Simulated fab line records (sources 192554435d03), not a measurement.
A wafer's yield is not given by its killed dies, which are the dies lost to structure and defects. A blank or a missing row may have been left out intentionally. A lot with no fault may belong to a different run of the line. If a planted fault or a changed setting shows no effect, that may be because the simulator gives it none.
Which tool did it?	flow n5_finfet	27 wafers from 9 lots sampled at 5 of the route's 1938 steps

WHAT THE GAUGES SHOWED, per wafer
N5_MOL_CONTACT_COAG_CD_MEAS_08 targets a cd of 28 nm. Usual: 27.99 nm for cd_nm, sd 0.27.
lot	measured	on	cd_nm (nm)	flag
L650	day 4 22:36	cd_sem-02	27.91 28.54 28.47	
L651	day 5 10:08	cd_sem-01	27.93 27.98 27.69	
L652	day 5 17:17	cd_sem-03	27.84 27.76 28.21	
L655	day 6 07:06	cd_sem-03	28.43 28.11 27.94	
L660	day 7 21:58	cd_sem-01	28.07 27.99 27.79	
L662	day 8 03:25	cd_sem-03	27.82 28.04 27.50	
L666	day 8 23:04	cd_sem-02	28.52 28.52 28.39	
L669	day 9 21:08	cd_sem-01	27.90 28.35 28.00	
L671	day 10 08:40	cd_sem-03	28.25 27.83 27.92	

N5_BEOL_M4_RC_MEAS_101. Usual: DIBL_N 37.0 mV/V, standard deviation 1.7; DIBL_P 36.7 mV/V, standard deviation 2; IOFF_N 0.17 nA/um, standard deviation 0.035; IOFF_P 0.22 nA/um, standard deviation 0.035; ION_N 672 uA/um, standard deviation 12; ION_P 461 uA/um, standard deviation 7.5; SS_N 71.6 mV/dec, standard deviation 0.67; SS_P 73.4 mV/dec, standard deviation 0.64; VT_N 250 mV, standard deviation 3.5; VT_P -250 mV, standard deviation 3.5.
lot	measured	on	DIBL_N (mV/V)	DIBL_P (mV/V)	IOFF_N (nA/um)	IOFF_P (nA/um)	ION_N (uA/um)	ION_P (uA/um)	SS_N (mV/dec)	SS_P (mV/dec)	VT_N (mV)	VT_P (mV)	flag
L650	day 8 00:55	prober-01	37.2 34.5 34.7	36.6 33.5 33.6	0.19 0.13 0.14	0.27 0.20 0.22	692 663 663	476 461 469	72.1 71.3 71.2	73.0 72.5 73.0	249 252 249	-242 -246 -246	
L651	day 8 08:05	prober-01	38.7 37.0 35.7	41.7 39.1 36.9	0.22 0.16 0.14	0.27 0.20 0.18	674 664 645	463 454 445	72.6 73.0 72.5	75.0 73.4 73.1	248 254 256	-248 -251 -253	
L652	day 8 19:19	prober-02	37.0 37.2 36.3	36.5 36.3 36.4	0.17 0.19 0.18	0.25 0.25 0.25	665 675 685	462 467 473	71.7 72.0 71.3	73.2 73.1 73.8	249 245 244	-244 -246 -247	
L655	day 9 04:19	prober-01	38.4 39.2 39.6	39.0 38.8 39.8	0.19 0.20 0.21	0.27 0.25 0.27	665 668 658	464 449 454	72.2 72.3 72.4	73.6 74.1 74.5	247 249 247	-248 -249 -250	
L660	day 10 21:25	prober-01	36.9 35.7 39.5	36.1 34.7 39.5	0.18 0.16 0.24	0.26 0.23 0.33	687 680 693	471 470 475	71.7 70.2 72.4	72.8 73.1 73.8	245 247 243	-244 -245 -242	
L662	day 11 13:06	prober-01	34.3 31.9 33.6	34.0 31.3 33.3	0.12 0.09 0.11	0.17 0.13 0.16	666 649 664	456 452 456	70.6 69.8 70.4	72.4 71.8 72.3	254 256 254	-257 -259 -257	
L666	day 11 21:56	prober-02	40.4 37.3 37.1	40.5 37.0 36.6	0.25 0.17 0.18	0.31 0.24 0.23	683 676 690	471 465 467	73.2 71.6 71.2	74.2 73.6 73.9	244 245 246	-245 -248 -247	
L669	day 13 12:13	prober-01	36.6 36.6 37.1	36.0 35.7 36.4	0.14 0.15 0.16	0.21 0.21 0.21	662 669 672	460 464 461	72.5 71.4 71.9	72.9 73.2 73.1	251 253 251	-250 -249 -250	
L671	day 14 10:43	prober-02	35.5 36.0 35.8	34.4 35.2 34.2	0.15 0.16 0.14	0.20 0.22 0.20	675 678 664	467 466 461	72.0 71.8 71.2	73.6 73.5 73.1	250 246 251	-250 -249 -252	

EACH LOT AND THE TOOL THAT RAN IT (in order: tool; ch and the chambers of the sampled wafers; start)
lot	N5_MOL_CONTACT_COAG_ETCH_106	N5_MOL_CONTACT_COAG_STRIP_98	N5_MOL_CONTACT_COAG_PRECLEAN_111
L650	rie_diel-01 ch 0,1,3, day 4 22:49	rie_diel-01 ch 0,1,3, day 4 23:03	remote_plasma-02 ch 1, day 4 23:28
L651	rie_diel-01 ch 0,1,2, day 5 11:03	rie_diel-01 ch 0,1,2, day 5 11:18	remote_plasma-01 ch 1, day 5 11:42
L652	rie_diel-01 ch 1,3, day 5 17:29	rie_diel-01 ch 1,3, day 5 17:44	remote_plasma-01 ch 1, day 5 19:41
L655	rie_diel-01 ch 0,1,2, day 6 07:18	rie_diel-01 ch 0,1,2, day 6 07:33	remote_plasma-01 ch 0, day 6 07:59
L660	rie_diel-01 ch 1,3, day 7 22:29	rie_diel-01 ch 1,3, day 7 22:43	remote_plasma-01 ch 0, day 7 23:29
L662	rie_diel-05 ch 1,2,3, day 8 03:37	rie_diel-05 ch 1,2,3, day 8 03:52	remote_plasma-01 ch 0, day 8 04:11
L666	rie_diel-05 ch 0,1,2, day 8 23:24	rie_diel-05 ch 0,1,2, day 8 23:38	remote_plasma-02 ch 0, day 9 00:01
L669	rie_diel-05 ch 1,3, day 9 21:29	rie_diel-05 ch 1,3, day 9 21:44	remote_plasma-02 ch 0, day 9 22:55
L671	rie_diel-03 ch 0,1, day 10 08:52	rie_diel-03 ch 0,1, day 10 09:06	remote_plasma-02 ch 0, day 10 10:05
- N5_MOL_CONTACT_COAG_ETCH_106: etches SOC in N2/H2, target depth 80 nm, overetch 16 nm, time 120 s.
- N5_MOL_CONTACT_COAG_STRIP_98: strips in N2/H2.
- N5_MOL_CONTACT_COAG_PRECLEAN_111: cleans in NF3:NH3, afs cycles 1, time 20 s, sublimation time 60 s.

AS READ BY THE TOOLS THEMSELVES (means over the sampled wafers that have a number; for cases with no such wafer, the mark the record gives instead)
N5_MOL_CONTACT_COAG_ETCH_106. Usual: drypump_motor_current_A 5.8 A, standard deviation 0.47; oes_product_au 0.67 a.u., standard deviation 0.054; rf_vpp_V 526.0 V, standard deviation 1.5; showerhead_plenum_p_Torr 2.62 Torr, standard deviation 0.051; throttle_valve_pct 17.82 %, standard deviation 0.23.
lot	tool	drypump_motor_current_A (A)	oes_product_au (a.u.)	rf_vpp_V (V)	showerhead_plenum_p_Torr (Torr)	throttle_valve_pct (%)	flag
L650	rie_diel-01	6.1	0.69	526.4	2.66	17.70	
L651	rie_diel-01	5.8	0.68	527.1	2.65	17.89	
L652	rie_diel-01	5.9	0.70	526.8	2.67	17.78	
L655	rie_diel-01	5.8	0.67	528.0	2.64	17.90	
L660	rie_diel-01	5.9	0.69	527.2	2.67	17.80	
L662	rie_diel-05	5.6	0.64	524.4	2.55	17.99	
L666	rie_diel-05	5.8	0.65	524.4	2.59	17.75	
L669	rie_diel-05	5.3	0.65	523.1	2.52	17.80	
L671	rie_diel-03	5.5	0.76	525.4	2.61	17.69	

N5_MOL_CONTACT_COAG_STRIP_98. Usual: drypump_motor_current_A 5.8 A, standard deviation 0.47; oes_product_au 0.75 a.u., standard deviation 0.066; rf_vpp_V 54.4 V, standard deviation 1.4; showerhead_plenum_p_Torr 3.46 Torr, standard deviation 0.065; throttle_valve_pct 18.9 %, standard deviation 0.3.
lot	tool	drypump_motor_current_A (A)	oes_product_au (a.u.)	rf_vpp_V (V)	showerhead_plenum_p_Torr (Torr)	throttle_valve_pct (%)	flag
L650	rie_diel-01	6.1	0.78	55.2	3.50	18.7	
L651	rie_diel-01	5.8	0.75	54.6	3.49	19.0	
L652	rie_diel-01	5.9	0.78	55.8	3.53	18.8	
L655	rie_diel-01	5.8	0.75	55.1	3.49	19.0	
L660	rie_diel-01	5.9	0.77	53.4	3.52	18.9	
L662	rie_diel-05	5.6	0.71	52.0	3.37	19.2	
L666	rie_diel-05	5.8	0.71	54.1	3.41	19.0	
L669	rie_diel-05	5.3	0.72	53.1	3.33	19.1	
L671	rie_diel-03	5.6	0.86	54.2	3.44	18.7	

THE ANSWER, worked out from the rows above alone
Rule: a lot is off if the mean of its wafers that have a number lies more than 3 standard deviations from the usual mean. A lot without any number at a reading at which 4 lots or more have one is off too. Where the step has rows for the other lots, those lots are counted as sound. After the gauges, taken in route order, come the tools' own readings; for these a lot's mean is taken, as printed above. At the first step where some lot is off, the reading lying furthest off is the one used; lots without a number count as furthest.
Nothing can be told from this: no lot is off at any reading shown.

WHAT THE SIMULATOR HAD INSERTED
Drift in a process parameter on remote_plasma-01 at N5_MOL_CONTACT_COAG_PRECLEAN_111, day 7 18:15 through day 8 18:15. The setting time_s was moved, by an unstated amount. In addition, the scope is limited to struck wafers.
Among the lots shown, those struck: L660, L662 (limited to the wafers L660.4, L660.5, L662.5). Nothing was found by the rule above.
